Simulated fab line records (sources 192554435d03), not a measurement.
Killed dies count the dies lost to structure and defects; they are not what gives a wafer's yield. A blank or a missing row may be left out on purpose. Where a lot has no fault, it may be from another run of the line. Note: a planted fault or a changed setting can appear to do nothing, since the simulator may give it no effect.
Split-lot study -- flow n5 finfet -- 21 wafers read from 7 lots, route of 1938 steps

ABOUT THE SPLIT
At N5_BEOL_M8_COAT_60 (time 60 s, resist thk 35 nm), the setting spin rpm was moved away from the recipe's 1500 rpm on 6 of the 21 wafers read, by -5.5% to +8.9%. The other wafers ran this setting at the recipe's value.

FROM THE SPLIT TO THE READING: what the file shows between them, 4 steps
- N5_BEOL_M8_COAT_05: resist thk 90 nm
- N5_BEOL_M8_EBR_07
- N5_BEOL_M8_DESCUM_16: chemistry O2, time 7.9 s
- N5_BEOL_M8_ETCH_61: etches SiARC in CF4, target depth 45.5 nm, time 75.8 s

THE READING
SiARC_of_BEOL_M8_COAT_60.thk nm (the simulator's own value, which no gauge read), in nm, at N5_BEOL_M8_ETCH_62 (etches SOC in N2/H2, target depth 110 nm, overetch 22 nm, time 165 s). There is no usual value for it anywhere in the file. Across the 15 wafers here that went through the recipe, the average is 28.4 nm and the standard deviation 0.26 nm.

wafer,"tool, chamber at the split","spin rpm as run, rpm",against the recipe,"SiARC_of_BEOL_M8_COAT_60.thk nm, nm",against lot-mates on the recipe
L077.1,"litho track-04, 0",1500,recipe,28.4,-
L077.5,"litho track-04, 0",1500,recipe,28.4,-
L077.3,"litho track-04, 0",1500,recipe,28.6,-
L079.1,"litho track-03, 0",1417,-5.5%,29.2,+1.2
L079.2,"litho track-03, 0",1417,-5.5%,29.8,+1.8
L079.4,"litho track-03, 0",1500,recipe,28,-
L083.4,"litho track-02, 0",1500,recipe,28.4,-
L083.5,"litho track-02, 0",1500,recipe,28.4,-
L083.6,"litho track-02, 0",1500,recipe,28.8,-
L086.2,"litho track-04, 0",1618,+7.9%,27,-1.6
L086.4,"litho track-04, 0",1618,+7.9%,27.4,-1.2
L086.5,"litho track-04, 0",1500,recipe,28.6,-
L084.2,"litho track-02, 0",1634,+8.9%,26.8,-1.4
L084.3,"litho track-02, 0",1634,+8.9%,27,-1.2
L084.5,"litho track-02, 0",1500,recipe,28.2,-
L087.1,"litho track-04, 0",1500,recipe,28.2,-
L087.3,"litho track-04, 0",1500,recipe,28.4,-
L087.6,"litho track-04, 0",1500,recipe,29,-
L094.1,"litho track-03, 0",1500,recipe,28,-
L094.2,"litho track-03, 0",1500,recipe,28.2,-
L094.6,"litho track-03, 0",1500,recipe,28.4,-

FIT RESULTS
A straight line over all 21 wafers: SiARC_of_BEOL_M8_COAT_60.thk nm changes by -0.17 nm for each +1% of spin rpm; r = -0.93; the points scatter about the line by 0.27 nm.
The same after taking each lot's own level away (the mean of its wafers on the recipe; 21 wafers): -0.185 nm for each +1%; r = -0.94; scatter 0.27 nm.
The reading moves by 1.7 nm for the largest change in spin rpm, on that fit.
From 28.00 to 28.60 nm: that is the span of the lots' own levels, equal to 2.3 times the standard deviation above.
The two slopes are in agreement: the lot-to-lot level therefore moves the slope only a little.
Check: -1.62 nm against its lot-mates is what the line predicts for one of the wafers moved furthest among these (+8.9%) when that wafer is left out of the fit. It came out at -1.4 nm against them.

ADDITIONAL SPLITS CARRIED BY THESE WAFERS
Other splits were also applied to these wafers ahead of the reading. Each is held against what the fit with the lots' levels taken away leaves over:
other split on the same wafers,wafers away from the commonest value,r with SiARC_of_BEOL_M8_COAT_60.thk nm (lot level and that fit taken away)
N5_BEOL_M5_COAT_22 spin rpm,5,+0.31
N5_BEOL_M6_ETCH_62 time s,5,-0.14
N5_BEOL_M6_COAT_22 spin rpm,6,+0.23
N5_BEOL_M6_DEP_56 time s,7,-0.11
N5_BEOL_M7_HM_DEP_02 target thk a,3,+0.49
N5_BEOL_M7_DEP_56 time s,4,-0.11

THE WHOLE CHAIN: every reading that the file lists as answering this split, in the file's order
step,what it does,reading,change (the file's fit),r (the file's)
N5_BEOL_M8_COAT_60,"time 60 s, resist thk 35 nm","SiARC_of_BEOL_M8_COAT_60.thk nm (the simulator's own value, which no gauge read)",-0.167 nm for each +1% of the setting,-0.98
N5_BEOL_M8_ETCH_61,"etches SiARC in CF4, target depth 45.5 nm, time 75.8 s","etch.depth nm (the simulator's own value, which no gauge read)",-0.171 nm for each +1% of the setting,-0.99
N5_BEOL_M8_ETCH_61,"etches SiARC in CF4, target depth 45.5 nm, time 75.8 s","CAR-ArF_of_BEOL_M8_COAT_05.thk nm (the simulator's own value, which no gauge read)",+0.153 nm for each +1% of the setting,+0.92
N5_BEOL_M8_ETCH_62,"etches SOC in N2/H2, target depth 110 nm, overetch 22 nm, time 165 s","SiARC_of_BEOL_M8_COAT_60.thk nm (the simulator's own value, which no gauge read)",-0.179 nm for each +1% of the setting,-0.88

FILE'S OWN FIT
SiARC_of_BEOL_M8_COAT_60.thk nm changes by -0.179 nm for each +1% of spin rpm, r = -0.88.
